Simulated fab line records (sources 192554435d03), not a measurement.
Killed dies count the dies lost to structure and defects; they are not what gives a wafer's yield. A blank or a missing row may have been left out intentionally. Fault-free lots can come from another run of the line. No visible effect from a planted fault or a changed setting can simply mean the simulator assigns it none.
Matching of chambers -- flow n5_finfet -- rie_si-03 running N5_BEOL_M0_SAQP_MANDREL1_REMOVE_100: 4 sister chambers
The step chemistry HBr/Cl2/O2, target a-Si, stops on SiNx, bt time 10 s. 18 wafers are shown with their chamber, then 9 later ones without.

## EACH WAFER AND ITS CHAMBER
wafer,chamber,throttle_valve_pct (%),drypump_motor_current_A (A),oes_product_au (a.u.)
L075.2,1,37.19,5.8,0.994
L075.5,2,36.48,5.3,1.038
L075.6,3,36.65,5.9,1.010
L077.2,0,36.85,5.1,1.005
L077.5,1,37.18,5.7,0.995
L077.6,0,36.82,5.1,1.010
L079.1,2,36.49,5.3,1.028
L079.2,1,37.19,5.8,0.985
L079.4,0,36.84,5.1,0.999
L084.3,1,37.18,5.8,0.987
L084.4,3,36.66,5.9,0.993
L084.5,3,36.68,5.9,1.000
L085.1,3,36.67,5.9,1.000
L085.4,0,36.83,5.1,1.011
L085.5,2,36.47,5.4,1.027
L091.1,0,36.84,5.1,0.996
L091.3,0,36.82,5.1,1.001
L091.4,2,36.47,5.3,1.025

SIGNATURES (means of the wafers above)
reading,chamber 0,chamber 1,chamber 2,chamber 3,scatter within a chamber
throttle_valve_pct,36.8333,37.1850,36.4775,36.6650,0.0107
drypump_motor_current_A,5.100,5.775,5.325,5.900,0.0327
oes_product_au,1.00367,0.99025,1.02950,1.00075,0.00601
Rule: a wafer lies at a distance from a chamber equal to the root of the sum of squares, over the readings, of (its reading less the chamber's mean, divided by the reading's scatter). The wafer belongs to the nearest chamber; if the next one is less than 2 further off, it can't be placed. The scatter: the root of (the sum of the squares of (reading less its chamber's mean) over the shown wafers, divided by (wafers less chambers)).

## WAFERS MISSING THEIR CHAMBER
wafer,throttle_valve_pct (%),drypump_motor_current_A (A),oes_product_au (a.u.)
L093.2,36.49,5.4,1.017
L093.5,36.83,5.1,0.995
L093.6,36.49,5.4,1.013
L095.1,36.68,5.9,1.001
L095.3,37.19,5.8,0.998
L095.4,36.47,5.3,1.024
L097.1,36.67,5.9,0.981
L097.2,36.83,5.1,0.993
L097.6,36.84,5.1,0.987

## EACH ONE'S CHAMBER
wafer,from the rows above,in truth
L093.2,2,2
L093.5,0,0
L093.6,2,2
L095.1,3,3
L095.3,1,1
L095.4,2,2
L097.1,3,3
L097.2,0,0
L097.6,0,0
Correctly placed: 9 of 9. Number that these rows cannot place: 0. Wrongly placed: 0.
